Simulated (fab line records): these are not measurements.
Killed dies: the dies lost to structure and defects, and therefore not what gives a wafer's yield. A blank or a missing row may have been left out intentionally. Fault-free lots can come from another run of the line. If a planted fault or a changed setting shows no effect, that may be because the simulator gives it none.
fab line records -- flow nand_harc
[record] lots = 24, wafers = 72, last_day = 33
route steps=1302 shown A_CHANNEL_FILL_D2@614 A_STAIRCASE@671
lots that met no fault: from a run of the same line without faults
start_h: hours from the record's first day to the start of the lot's first wafer shown -- wait_h: time in hours since the lot's previous step -- " the same as in the row above -- L1.1+2: several wafers, shown together as one row -- - no value present, or no start provided -- * or withheld: withheld -- < > ~ a bound
route shown NAME@n: NAME is a module with steps in the file, n the number in the route of the first one -- usual: mean and standard deviation over wafers with no fault -- same: alike in all rows -- chamber/n: place in a boat -- sites: each site's reading -- _std_site: the values' standard deviation -- _edge_site: the outer-site mean with the inner-site mean subtracted -- radius_mm: for every site, how far away it sits from the centre of the wafer -- mask NAME#n: copy n -- behind: the tool/chamber that last shaped the wafer -- hold: why the lot was held/for how many hours/how that ended -- device: names the non-switching transistor (n, p or np) -- end of line: the route-end tests of the same wafers -- a step with no rows: only its recipe -- killed: not the wafer's yield, but the dies lost to structure and defects at the first sort -- map: the dies of a wafer, with x for killed, . for not killed, _ for no die there
set.NAME: the setting the step ran with; set.NAME@STEP: the setting that earlier step ran with -- model.NAME: the simulator's own value behind a step, which no gauge read
steps of the route over a sample of lots; a table a step, a row a wafer
services: from which hour (start_h, from the record's first day; less than 0 if before it) a tool's chamber was out of use, for how many hours, and why
[[steps]]
[step NHARC_A_CHANNEL_FILL_D2_ALD_14]
[recipe] target_thk_a = 25, pulse_time_s = 10, ald_cycles = 25, temp_c = 300, material = SiO2
[usual] heater_power_w = 475/47, precursor_pulse_height_rel = 1.000/0.02
lot.wafer,tool,chamber,start_h,wait_h,heater_power_w,precursor_pulse_height_rel
L074.3,ald_hk-03,3,307.31,0.0,563,1.024
L074.2,ald_hk-03,1,307.31,0.0,416,0.981
L074.5,ald_hk-03,3,307.31,0.0,566,1.000
L075.2,ald_hk-04,0,315.03,0.0,491,1.022
L075.3,ald_hk-04,2,315.03,0.0,433,1.001
L075.5,ald_hk-04,1,315.03,0.0,448,0.959
L076.3,ald_hk-02,2,315.10,0.1,526,0.973
L076.5,ald_hk-02,0,315.10,0.1,424,0.989
L076.6,ald_hk-02,1,315.10,0.1,516,0.996
L077.4,ald_hk-02,3,346.71,0.1,414,0.992
L077.2,ald_hk-02,1,346.71,0.1,513,1.041
L077.6,ald_hk-02,3,346.71,0.1,406,1.017
L079.2,ald_hk-03,1,352.13,0.1,408,1.005
L079.5,ald_hk-03,0,352.13,0.1,456,1.003
L079.6,ald_hk-03,1,352.13,0.1,405,1.037
L078.3,ald_hk-04,3,352.14,0.1,490,1.011
L078.4,ald_hk-04,1,352.14,0.1,450,0.971
L078.5,ald_hk-04,3,352.14,0.1,482,1.001
L080.3,ald_hk-04,1,368.16,0.0,461,0.980
L080.4,ald_hk-04,0,368.16,0.0,488,0.980
L080.6,ald_hk-04,2,368.16,0.0,444,0.996
L082.4,ald_hk-03,3,384.27,1.6,569,1.005
L082.2,ald_hk-03,0,384.27,1.6,466,0.997
L082.5,ald_hk-03,3,384.27,1.6,555,1.011
L081.4,ald_hk-04,2,384.29,1.6,439,0.994
L081.2,ald_hk-04,3,384.29,1.6,494,0.971
L081.6,ald_hk-04,3,384.29,1.6,476,0.980
L084.4,ald_hk-02,0,397.21,0.0,403,0.992
L084.3,ald_hk-02,3,397.21,0.0,404,1.019
L084.6,ald_hk-02,1,397.21,0.0,516,1.002
L083.2,ald_hk-04,0,401.43,0.0,499,0.996
L083.4,ald_hk-04,2,401.43,0.0,434,0.994
L083.3,ald_hk-04,3,401.43,0.0,491,1.011
L085.2,ald_hk-04,2,413.55,0.1,449,0.982
L085.3,ald_hk-04,3,413.55,0.1,491,1.034
L085.5,ald_hk-04,0,413.55,0.1,487,1.020
L086.4,ald_hk-04,3,421.50,0.1,495,0.989
L086.6,ald_hk-04,1,421.50,0.1,459,1.025
L086.5,ald_hk-04,2,421.50,0.1,446,1.021
L088.3,ald_hk-03,0,448.93,0.0,476,0.978
L088.2,ald_hk-03,2,448.93,0.0,534,1.006
L088.6,ald_hk-03,1,448.93,0.0,432,1.024
L087.3,ald_hk-03,1,449.16,0.3,427,0.999
L087.4,ald_hk-03,3,449.16,0.3,582,0.993
L087.6,ald_hk-03,2,449.16,0.3,530,1.001
L089.3,ald_hk-04,0,453.10,0.0,495,1.016
L089.4,ald_hk-04,1,453.10,0.0,451,0.982
L089.2,ald_hk-04,3,453.10,0.0,476,1.004
L090.4,ald_hk-03,3,470.93,0.2,580,1.028
L090.5,ald_hk-03,0,470.93,0.2,472,1.020
L090.6,ald_hk-03,1,470.93,0.2,410,0.988
L091.4,ald_hk-03,1,473.79,0.1,423,0.971
L091.3,ald_hk-03,0,473.79,0.1,469,1.026
L091.5,ald_hk-03,1,473.79,0.1,418,0.972
L093.1,ald_hk-04,0,489.70,0.1,509,1.023
L093.5,ald_hk-04,2,489.70,0.1,454,1.025
L093.6,ald_hk-04,3,489.70,0.1,465,1.021
L092.4,ald_hk-02,3,489.77,0.2,397,0.981
L092.3,ald_hk-02,0,489.77,0.2,415,0.974
L092.5,ald_hk-02,1,489.77,0.2,526,0.993
L094.3,ald_hk-03,2,498.77,0.1,528,0.987
L094.1,ald_hk-03,0,498.77,0.1,468,1.020
L094.6,ald_hk-03,2,498.77,0.1,539,0.996
L095.1,ald_hk-02,2,516.96,0.0,512,1.028
L095.4,ald_hk-02,1,516.96,0.0,520,0.994
L095.5,ald_hk-02,3,516.96,0.0,410,1.034
L096.4,ald_hk-04,0,524.90,0.0,504,1.001
L096.2,ald_hk-04,1,524.90,0.0,467,0.987
L096.5,ald_hk-04,0,524.90,0.0,502,0.989
L097.3,ald_hk-02,2,532.15,0.1,510,0.991
L097.1,ald_hk-02,3,532.15,0.1,410,1.005
L097.5,ald_hk-02,1,532.15,0.1,521,0.996
[step NHARC_A_STAIRCASE_ETCH_15]
[recipe] target_depth_a = 1000, time_s = 40.5, ion_energy_ev = 400, c4f8_flow_sccm = 20, o2_flow_sccm = 10, ar_flow_sccm = withheld, rf_w = 600, bias_w = 1000, chemistry = C4F8/O2
[usual] oes_product_au = 0.948/0.011, rf_vpp_V = 895/5
lot.wafer,tool,chamber,start_h,wait_h,oes_product_au,rf_hours_counter_h,rf_vpp_V
L074.3,rie_diel-10,0,-,-,0.947,34,895
L074.2,rie_diel-10,3,-,-,0.945,37,899
L074.5,rie_diel-10,2,-,-,0.953,-,888
L075.3,rie_diel-10,0,-,-,0.944,34,895
L075.2,rie_diel-10,2,-,-,0.958,33,889
L075.5,rie_diel-10,3,-,-,0.942,-,898
L076.3,rie_diel-10,3,-,-,0.943,38,896
L076.6,rie_diel-10,2,-,-,0.960,-,888
L076.5,rie_diel-10,0,-,-,0.955,-,894
L077.4,rie_diel-07,1,-,-,0.937,26,896
L077.2,rie_diel-07,2,-,-,0.926,27,887
L077.6,rie_diel-07,3,-,-,0.951,-,895
L078.3,rie_diel-07,3,-,-,0.948,26,893
L078.4,rie_diel-07,2,-,-,0.931,28,889
L078.5,rie_diel-07,3,-,-,0.944,-,894
L079.2,rie_diel-10,0,-,-,0.941,46,895
L079.6,rie_diel-10,2,-,-,0.961,-,888
L079.5,rie_diel-10,3,-,-,0.936,-,897
L080.3,rie_diel-11,0,-,-,0.955,53,904
L080.4,rie_diel-11,1,-,-,0.955,53,898
L080.6,rie_diel-11,3,-,-,0.965,-,899
L082.2,rie_diel-11,1,-,-,0.938,59,898
L082.4,rie_diel-11,2,-,-,0.941,57,890
L082.5,rie_diel-11,1,-,-,0.936,-,898
L081.2,rie_diel-07,1,-,-,0.927,38,897
L081.4,rie_diel-07,0,-,-,0.953,29,893
L081.6,rie_diel-07,1,-,-,0.929,-,897
L084.3,rie_diel-07,2,-,-,0.935,48,888
L084.4,rie_diel-07,3,-,-,0.963,47,892
L084.6,rie_diel-07,3,-,-,0.945,-,893
L083.2,rie_diel-11,0,-,-,0.960,0,903
L083.4,rie_diel-11,1,-,-,0.961,0,898
L083.3,rie_diel-11,2,-,-,0.945,0,891
L085.3,rie_diel-11,2,-,-,0.948,4,890
L085.2,rie_diel-11,3,-,-,0.948,4,897
L085.5,rie_diel-11,1,-,-,0.958,-,899
L086.4,rie_diel-11,1,-,-,0.960,6,898
L086.6,rie_diel-11,0,-,-,0.944,-,903
L086.5,rie_diel-11,1,-,-,0.975,-,899
L088.3,rie_diel-10,1,-,-,0.933,21,893
L088.2,rie_diel-10,2,-,-,0.969,18,906
L088.6,rie_diel-10,1,-,-,0.945,-,893
L087.3,rie_diel-11,1,-,-,0.946,14,898
L087.4,rie_diel-11,2,-,-,0.936,15,892
L087.6,rie_diel-11,1,-,-,0.951,-,897
L089.2,rie_diel-10,2,-,-,0.951,20,907
L089.3,rie_diel-10,3,-,-,0.952,18,897
L089.4,rie_diel-10,1,-,-,0.929,23,894
L090.4,rie_diel-10,0,-,-,0.951,24,895
L090.6,rie_diel-10,1,-,-,0.949,-,892
L090.5,rie_diel-10,2,-,-,0.967,-,906
L091.4,rie_diel-07,1,-,-,0.937,16,895
L091.3,rie_diel-07,3,-,-,0.942,11,894
L091.5,rie_diel-07,2,-,-,0.938,-,888
L093.1,rie_diel-07,0,-,-,0.937,16,893
L093.5,rie_diel-07,3,-,-,0.940,-,893
L093.6,rie_diel-07,0,-,-,0.950,-,894
L092.3,rie_diel-10,1,-,-,0.932,36,892
L092.4,rie_diel-10,3,-,-,0.950,32,897
L092.5,rie_diel-10,1,-,-,0.930,-,892
L094.1,rie_diel-10,0,-,-,0.927,37,893
L094.3,rie_diel-10,2,-,-,0.950,36,905
L094.6,rie_diel-10,1,-,-,0.947,-,892
L095.1,rie_diel-11,1,-,-,0.964,39,896
L095.4,rie_diel-11,2,-,-,0.962,36,890
L095.5,rie_diel-11,2,-,-,0.959,-,890
L096.4,rie_diel-10,3,-,-,0.950,43,896
L096.2,rie_diel-10,0,-,-,0.955,45,894
L096.5,rie_diel-10,3,-,-,0.962,-,896
L097.1,rie_diel-10,1,-,-,0.941,52,891
L097.3,rie_diel-10,2,-,-,0.962,48,903
L097.5,rie_diel-10,0,-,-,0.951,-,894
[step NHARC_A_STAIRCASE_ETCH_221]
[recipe] target_depth_a = 1000, time_s = 40.5, ion_energy_ev = 400, c4f8_flow_sccm = 20, o2_flow_sccm = 10, ar_flow_sccm = withheld, rf_w = 600, bias_w = 1000, chemistry = C4F8/O2
[usual] oes_product_au = 0.948/0.015, rf_vpp_V = 895/5.1
lot.wafer,tool,chamber,start_h,wait_h,oes_product_au,rf_hours_counter_h,rf_vpp_V
L074.2,rie_diel-10,3,-,-,0.947,39,898
L074.3,rie_diel-10,2,-,-,0.959,36,885
L074.5,rie_diel-10,0,-,-,0.950,-,894
L075.2,rie_diel-10,2,-,-,0.955,36,887
L075.3,rie_diel-10,3,-,-,0.943,40,899
L075.5,rie_diel-10,3,-,-,0.935,-,899
L076.3,rie_diel-07,1,-,-,0.929,22,896
L076.6,rie_diel-07,2,-,-,0.948,-,889
L076.5,rie_diel-07,3,-,-,0.955,-,894
L077.4,rie_diel-07,1,-,-,0.951,29,896
L077.2,rie_diel-07,3,-,-,0.957,28,895
L077.6,rie_diel-07,0,-,-,0.975,-,894
L078.3,rie_diel-10,2,-,-,0.967,53,888
L078.4,rie_diel-10,1,-,-,0.951,40,892
L078.5,rie_diel-10,3,-,-,0.953,-,898
L079.2,rie_diel-07,3,-,-,0.929,29,893
L079.6,rie_diel-07,0,-,-,0.922,-,894
L079.5,rie_diel-07,1,-,-,0.933,-,898
L080.3,rie_diel-11,2,-,-,0.962,51,890
L080.4,rie_diel-11,3,-,-,0.963,54,900
L080.6,rie_diel-11,3,-,-,0.969,-,899
L082.4,rie_diel-10,2,-,-,0.961,1,907
L082.2,rie_diel-10,1,-,-,0.933,1,893
L082.5,rie_diel-10,3,-,-,0.957,-,897
L081.2,rie_diel-10,3,-,-,0.943,2,897
L081.4,rie_diel-10,0,-,-,0.947,2,894
L081.6,rie_diel-10,1,-,-,0.919,-,890
L084.3,rie_diel-10,1,-,-,0.930,5,892
L084.4,rie_diel-10,3,-,-,0.947,-,897
L084.6,rie_diel-10,0,-,-,0.949,-,893
L083.4,rie_diel-11,0,-,-,0.938,2,903
L083.2,rie_diel-11,1,-,-,0.967,2,898
L083.3,rie_diel-11,2,-,-,0.947,3,891
L085.3,rie_diel-10,1,-,-,0.917,10,892
L085.2,rie_diel-10,3,-,-,0.920,9,897
L085.5,rie_diel-10,1,-,-,0.916,-,893
L086.4,rie_diel-10,3,-,-,0.953,12,897
L086.5,rie_diel-10,1,-,-,0.949,-,892
L086.6,rie_diel-10,2,-,-,0.954,-,906
L088.3,rie_diel-11,2,-,-,0.951,17,890
L088.2,rie_diel-11,3,-,-,0.938,16,898
L088.6,rie_diel-11,3,-,-,0.952,-,900
L087.4,rie_diel-10,2,-,-,0.976,19,905
L087.3,rie_diel-10,1,-,-,0.944,22,891
L087.6,rie_diel-10,3,-,-,0.966,-,896
L089.2,rie_diel-10,2,-,-,0.942,23,906
L089.3,rie_diel-10,3,-,-,0.938,21,898
L089.4,rie_diel-10,0,-,-,0.939,22,894
L090.4,rie_diel-10,2,-,-,0.964,31,905
L090.5,rie_diel-10,1,-,-,0.955,-,891
L090.6,rie_diel-10,2,-,-,0.968,-,905
L091.3,rie_diel-07,0,-,-,0.955,16,893
L091.4,rie_diel-07,1,-,-,0.950,17,896
L091.5,rie_diel-07,3,-,-,0.946,-,893
L092.3,rie_diel-07,3,-,-,0.932,13,893
L092.4,rie_diel-07,0,-,-,0.928,17,893
L092.5,rie_diel-07,3,-,-,0.926,-,893
L093.1,rie_diel-07,2,-,-,0.959,15,886
L093.5,rie_diel-07,1,-,-,0.950,-,895
L093.6,rie_diel-07,2,-,-,0.956,-,886
L094.3,rie_diel-07,1,-,-,0.953,23,895
L094.1,rie_diel-07,0,-,-,0.959,22,893
L094.6,rie_diel-07,1,-,-,0.959,-,897
L095.4,rie_diel-11,2,-,-,0.950,38,890
L095.1,rie_diel-11,3,-,-,0.937,39,897
L095.5,rie_diel-11,0,-,-,0.969,-,902
L096.4,rie_diel-11,3,-,-,0.944,41,899
L096.2,rie_diel-11,2,-,-,0.949,40,890
L096.5,rie_diel-11,3,-,-,0.933,-,897
L097.3,rie_diel-10,0,-,-,0.926,50,894
L097.1,rie_diel-10,3,-,-,0.934,48,897
L097.5,rie_diel-10,1,-,-,0.916,-,891
[step NHARC_A_STAIRCASE_ETCH_227]
[recipe] target_depth_a = 1000, time_s = 40.5, ion_energy_ev = 400, c4f8_flow_sccm = 20, o2_flow_sccm = 10, ar_flow_sccm = withheld, rf_w = 600, bias_w = 1000, chemistry = C4F8/O2
[usual] oes_product_au = 0.946/0.011, rf_vpp_V = 895/4.7
lot.wafer,tool,chamber,start_h,wait_h,oes_product_au,rf_hours_counter_h,rf_vpp_V
L074.2,rie_diel-10,3,-,-,0.940,40,898
L074.3,rie_diel-10,0,-,-,0.954,37,897
L074.5,rie_diel-10,0,-,-,0.948,-,895
L075.3,rie_diel-10,3,-,-,0.957,40,898
L075.2,rie_diel-10,0,-,-,0.959,38,895
L075.5,rie_diel-10,3,-,-,0.943,-,898
L076.3,rie_diel-07,1,-,-,0.948,22,897
L076.6,rie_diel-07,0,-,-,0.955,-,895
L076.5,rie_diel-07,1,-,-,0.939,-,898
L077.2,rie_diel-07,1,-,-,0.951,29,897
L077.4,rie_diel-07,3,-,-,0.936,28,893
L077.6,rie_diel-07,2,-,-,0.940,-,888
L078.4,rie_diel-10,1,-,-,0.931,41,893
L078.3,rie_diel-10,3,-,-,0.944,57,897
L078.5,rie_diel-10,0,-,-,0.946,-,895
L079.2,rie_diel-07,1,-,-,0.947,30,896
L079.5,rie_diel-07,3,-,-,0.943,-,894
L079.6,rie_diel-07,0,-,-,0.957,-,893
L080.4,rie_diel-11,0,-,-,0.948,55,904
L080.3,rie_diel-11,1,-,-,0.952,56,898
L080.6,rie_diel-11,2,-,-,0.949,-,890
L082.2,rie_diel-10,0,-,-,0.943,2,895
L082.4,rie_diel-10,1,-,-,0.915,2,893
L082.5,rie_diel-10,3,-,-,0.944,-,897
L081.2,rie_diel-10,0,-,-,0.944,3,895
L081.4,rie_diel-10,1,-,-,0.916,3,893
L081.6,rie_diel-10,1,-,-,0.916,-,892
L084.3,rie_diel-10,1,-,-,0.940,5,893
L084.4,rie_diel-10,1,-,-,0.943,-,894
L084.6,rie_diel-10,0,-,-,0.959,-,894
L083.4,rie_diel-11,1,-,-,0.959,3,898
L083.3,rie_diel-11,2,-,-,0.945,3,889
L083.2,rie_diel-11,3,-,-,0.941,3,899
L085.3,rie_diel-10,0,-,-,0.957,10,894
L085.2,rie_diel-10,1,-,-,0.935,11,893
L085.5,rie_diel-10,0,-,-,0.953,-,893
L086.4,rie_diel-10,0,-,-,0.948,13,894
L086.5,rie_diel-10,3,-,-,0.949,-,897
L086.6,rie_diel-10,0,-,-,0.949,-,893
L088.3,rie_diel-11,1,-,-,0.965,17,897
L088.2,rie_diel-11,3,-,-,0.954,17,897
L088.6,rie_diel-11,0,-,-,0.950,-,903
L087.4,rie_diel-10,2,-,-,0.965,20,905
L087.3,rie_diel-10,3,-,-,0.949,18,897
L087.6,rie_diel-10,2,-,-,0.961,-,906
L089.3,rie_diel-10,2,-,-,0.953,23,907
L089.2,rie_diel-10,3,-,-,0.955,21,896
L089.4,rie_diel-10,0,-,-,0.967,23,894
L090.4,rie_diel-10,0,-,-,0.950,33,894
L090.6,rie_diel-10,1,-,-,0.949,-,891
L090.5,rie_diel-10,2,-,-,0.960,-,904
L091.3,rie_diel-07,2,-,-,0.927,14,887
L091.4,rie_diel-07,3,-,-,0.922,12,895
L091.5,rie_diel-07,2,-,-,0.938,-,887
L092.3,rie_diel-07,0,-,-,0.940,18,893
L092.4,rie_diel-07,1,-,-,0.939,19,895
L092.5,rie_diel-07,0,-,-,0.949,-,893
L093.1,rie_diel-07,0,-,-,0.940,20,893
L093.5,rie_diel-07,3,-,-,0.942,-,893
L093.6,rie_diel-07,0,-,-,0.940,-,892
L094.3,rie_diel-07,3,-,-,0.941,19,894
L094.1,rie_diel-07,1,-,-,0.950,23,896
L094.6,rie_diel-07,3,-,-,0.929,-,893
L095.1,rie_diel-11,0,-,-,0.956,43,903
L095.4,rie_diel-11,2,-,-,0.935,38,889
L095.5,rie_diel-11,3,-,-,0.934,-,899
L096.4,rie_diel-11,3,-,-,0.941,41,899
L096.2,rie_diel-11,1,-,-,0.954,43,898
L096.5,rie_diel-11,0,-,-,0.952,-,902
L097.3,rie_diel-10,0,-,-,0.950,51,893
L097.1,rie_diel-10,1,-,-,0.945,54,892
L097.5,rie_diel-10,3,-,-,0.942,-,897
[step NHARC_A_STAIRCASE_ETCH_232]
[recipe] target_depth_a = 1000, time_s = 40.5, ion_energy_ev = 400, c4f8_flow_sccm = 20, o2_flow_sccm = 10, ar_flow_sccm = withheld, rf_w = 600, bias_w = 1000, chemistry = C4F8/O2
[usual] oes_product_au = 0.948/0.012, rf_vpp_V = 896/4.9
lot.wafer,tool,chamber,start_h,wait_h,oes_product_au,rf_hours_counter_h,rf_vpp_V
L074.3,rie_diel-11,2,-,-,0.939,34,891
L074.2,rie_diel-11,3,-,-,0.943,35,900
L074.5,rie_diel-11,0,-,-,0.928,-,905
L075.2,rie_diel-10,0,-,-,0.931,38,895
L075.3,rie_diel-10,2,-,-,0.945,37,887
L075.5,rie_diel-10,3,-,-,0.946,-,897
L076.3,rie_diel-10,3,-,-,0.960,42,896
L076.6,rie_diel-10,0,-,-,0.947,-,896
L076.5,rie_diel-10,1,-,-,0.935,-,892
L077.4,rie_diel-07,2,-,-,0.923,30,887
L077.2,rie_diel-07,1,-,-,0.930,29,898
L077.6,rie_diel-07,3,-,-,0.945,-,892
L078.4,rie_diel-07,3,-,-,0.962,29,895
L078.3,rie_diel-07,1,-,-,0.942,29,896
L078.5,rie_diel-07,0,-,-,0.948,-,894
L079.2,rie_diel-11,0,-,-,0.947,52,904
L079.6,rie_diel-11,0,-,-,0.943,-,904
L079.5,rie_diel-11,1,-,-,0.959,-,899
L080.3,rie_diel-11,1,-,-,0.939,56,898
L080.4,rie_diel-11,2,-,-,0.953,52,891
L080.6,rie_diel-11,1,-,-,0.940,-,898
L082.2,rie_diel-10,1,-,-,0.930,3,894
L082.4,rie_diel-10,3,-,-,0.940,3,897
L082.5,rie_diel-10,0,-,-,0.951,-,895
L081.2,rie_diel-07,3,-,-,0.944,47,894
L081.4,rie_diel-07,0,-,-,0.957,33,893
L081.6,rie_diel-07,0,-,-,0.961,-,893
L084.3,rie_diel-10,3,-,-,0.950,6,897
L084.6,rie_diel-10,0,-,-,0.960,-,894
L084.4,rie_diel-10,1,-,-,0.924,-,892
L083.3,rie_diel-11,1,-,-,0.957,3,897
L083.2,rie_diel-11,2,-,-,0.955,3,890
L083.4,rie_diel-11,3,-,-,0.947,4,899
L085.2,rie_diel-07,0,-,-,0.945,39,893
L085.3,rie_diel-07,3,-,-,0.949,54,894
L085.5,rie_diel-07,1,-,-,0.947,-,898
L086.4,rie_diel-10,0,-,-,0.948,13,895
L086.5,rie_diel-10,2,-,-,0.961,-,905
L086.6,rie_diel-10,3,-,-,0.935,-,898
L088.3,rie_diel-11,3,-,-,0.951,17,900
L088.2,rie_diel-11,2,-,-,0.952,17,890
L088.6,rie_diel-11,0,-,-,0.957,-,904
L087.3,rie_diel-07,2,-,-,0.962,5,887
L087.4,rie_diel-07,3,-,-,0.960,4,894
L087.6,rie_diel-07,2,-,-,0.951,-,888
L089.3,rie_diel-10,2,-,-,0.965,23,905
L089.4,rie_diel-10,3,-,-,0.960,21,898
L089.2,rie_diel-10,0,-,-,0.953,23,893
L090.4,rie_diel-11,2,-,-,0.954,25,890
L090.5,rie_diel-11,3,-,-,0.973,-,899
L090.6,rie_diel-11,0,-,-,0.977,-,904
L091.3,rie_diel-07,2,-,-,0.939,14,889
L091.4,rie_diel-07,3,-,-,0.957,13,893
L091.5,rie_diel-07,2,-,-,0.954,-,887
L092.4,rie_diel-10,2,-,-,0.956,35,906
L092.3,rie_diel-10,3,-,-,0.966,34,899
L092.5,rie_diel-10,3,-,-,0.975,-,896
L093.1,rie_diel-07,0,-,-,0.935,20,890
L093.6,rie_diel-07,1,-,-,0.952,-,896
L093.5,rie_diel-07,2,-,-,0.936,-,887
L094.3,rie_diel-07,3,-,-,0.947,20,893
L094.1,rie_diel-07,1,-,-,0.942,23,895
L094.6,rie_diel-07,2,-,-,0.959,-,888
L095.1,rie_diel-11,2,-,-,0.938,39,889
L095.4,rie_diel-11,1,-,-,0.954,42,896
L095.5,rie_diel-11,2,-,-,0.953,-,891
L096.2,rie_diel-11,1,-,-,0.957,43,896
L096.4,rie_diel-11,2,-,-,0.933,40,890
L096.5,rie_diel-11,0,-,-,0.959,-,902
L097.1,rie_diel-10,0,-,-,0.944,51,895
L097.3,rie_diel-10,1,-,-,0.927,55,892
L097.5,rie_diel-10,1,-,-,0.928,-,893
[step NHARC_A_STAIRCASE_ETCH_234]
[recipe] target_depth_a = 1000, time_s = 40.5, ion_energy_ev = 400, c4f8_flow_sccm = 20, o2_flow_sccm = 10, ar_flow_sccm = withheld, rf_w = 600, bias_w = 1000, chemistry = C4F8/O2
[usual] oes_product_au = 0.948/0.011, rf_vpp_V = 895/4.6
lot.wafer,tool,chamber,start_h,wait_h,oes_product_au,rf_hours_counter_h,rf_vpp_V
L074.2,rie_diel-11,3,-,-,0.933,35,900
L074.3,rie_diel-11,0,-,-,0.932,33,904
L074.5,rie_diel-11,0,-,-,0.928,-,905
L075.2,rie_diel-10,2,-,-,0.955,38,888
L075.3,rie_diel-10,3,-,-,0.945,42,899
L075.5,rie_diel-10,2,-,-,0.963,-,889
L076.3,rie_diel-10,1,-,-,0.936,30,893
L076.5,rie_diel-10,1,-,-,0.935,-,893
L076.6,rie_diel-10,2,-,-,0.954,-,888
L077.4,rie_diel-07,2,-,-,0.939,30,889
L077.2,rie_diel-07,3,-,-,0.967,28,894
L077.6,rie_diel-07,2,-,-,0.932,-,889
L078.3,rie_diel-07,3,-,-,0.956,29,896
L078.4,rie_diel-07,0,-,-,0.953,19,894
L078.5,rie_diel-07,0,-,-,0.953,-,893
L079.2,rie_diel-11,1,-,-,0.944,51,899
L079.5,rie_diel-11,1,-,-,0.956,-,898
L079.6,rie_diel-11,2,-,-,0.944,-,892
L080.3,rie_diel-11,0,-,-,0.934,55,903
L080.4,rie_diel-11,1,-,-,0.954,56,899
L080.6,rie_diel-11,3,-,-,0.959,-,899
L082.4,rie_diel-10,1,-,-,0.949,3,893
L082.2,rie_diel-10,3,-,-,0.943,3,899
L082.5,rie_diel-10,1,-,-,0.945,-,893
L081.2,rie_diel-07,3,-,-,0.940,47,893
L081.4,rie_diel-07,1,-,-,0.943,43,896
L081.6,rie_diel-07,3,-,-,0.943,-,894
L084.3,rie_diel-10,1,-,-,0.927,6,892
L084.4,rie_diel-10,3,-,-,0.941,-,897
L084.6,rie_diel-10,0,-,-,0.938,-,895
L083.2,rie_diel-11,0,-,-,0.941,3,903
L083.3,rie_diel-11,1,-,-,0.968,3,900
L083.4,rie_diel-11,3,-,-,0.955,4,899
L085.3,rie_diel-07,1,-,-,0.946,48,897
L085.2,rie_diel-07,2,-,-,0.949,55,888
L085.5,rie_diel-07,1,-,-,0.952,-,897
L086.4,rie_diel-10,1,-,-,0.936,17,893
L086.6,rie_diel-10,3,-,-,0.944,-,897
L086.5,rie_diel-10,0,-,-,0.946,-,894
L088.3,rie_diel-11,3,-,-,0.947,17,900
L088.2,rie_diel-11,0,-,-,0.949,16,904
L088.6,rie_diel-11,2,-,-,0.945,-,890
L087.3,rie_diel-07,3,-,-,0.949,4,894
L087.4,rie_diel-07,0,-,-,0.940,6,891
L087.6,rie_diel-07,3,-,-,0.948,-,893
L089.4,rie_diel-10,0,-,-,0.957,23,894
L089.2,rie_diel-10,1,-,-,0.947,27,892
L089.3,rie_diel-10,2,-,-,0.979,24,905
L090.4,rie_diel-11,3,-,-,0.961,25,899
L090.6,rie_diel-11,3,-,-,0.958,-,899
L090.5,rie_diel-11,0,-,-,0.957,-,903
L091.4,rie_diel-07,1,-,-,0.948,18,895
L091.3,rie_diel-07,2,-,-,0.959,14,889
L091.5,rie_diel-07,0,-,-,0.961,-,892
L092.3,rie_diel-10,2,-,-,0.966,35,905
L092.4,rie_diel-10,1,-,-,0.948,38,893
L092.5,rie_diel-10,3,-,-,0.956,-,897
L093.1,rie_diel-07,0,-,-,0.929,20,893
L093.5,rie_diel-07,2,-,-,0.944,-,888
L093.6,rie_diel-07,3,-,-,0.929,-,892
L094.1,rie_diel-07,1,-,-,0.938,23,893
L094.3,rie_diel-07,3,-,-,0.946,20,893
L094.6,rie_diel-07,1,-,-,0.949,-,895
L095.1,rie_diel-11,1,-,-,0.944,42,897
L095.4,rie_diel-11,0,-,-,0.955,43,900
L095.5,rie_diel-11,2,-,-,0.940,-,891
L096.4,rie_diel-11,3,-,-,0.955,41,898
L096.2,rie_diel-11,0,-,-,0.958,44,905
L096.5,rie_diel-11,2,-,-,0.941,-,889
L097.3,rie_diel-10,0,-,-,0.947,51,893
L097.1,rie_diel-10,3,-,-,0.949,49,896
L097.5,rie_diel-10,1,-,-,0.939,-,890
[[services]]
tool,chamber,start_h,hours,kind
rie_diel-07,-,295.07,9.0,pm
rie_diel-10,0,306.57,-,clean
rie_diel-10,1,306.57,-,clean
rie_diel-07,0,316.51,20.6,repair
rie_diel-07,2,347.87,6.1,repair
rie_diel-11,-,351.69,0.6,repair
rie_diel-10,1,355.09,12.8,repair
ald_hk-02,-,355.26,10.0,pm
ald_hk-03,-,360.29,0.5,repair
ald_hk-03,-,390.00,10.0,pm
rie_diel-11,2,395.11,2.1,repair
rie_diel-10,-,425.53,9.0,pm
ald_hk-04,-,434.18,10.0,pm
rie_diel-11,-,434.90,9.0,pm
rie_diel-10,2,450.87,4.9,repair
rie_diel-07,-,453.36,0.3,repair
rie_diel-07,1,458.45,2.3,repair
rie_diel-07,1,461.42,3.5,repair
rie_diel-07,-,473.11,9.0,pm
ald_hk-02,-,483.45,1.9,repair
ald_hk-04,-,533.11,0.9,repair
ald_hk-02,-,533.26,10.0,pm
ald_hk-03,-,568.00,10.0,pm
rie_diel-10,2,582.99,5.5,repair
[[key]]
fault none
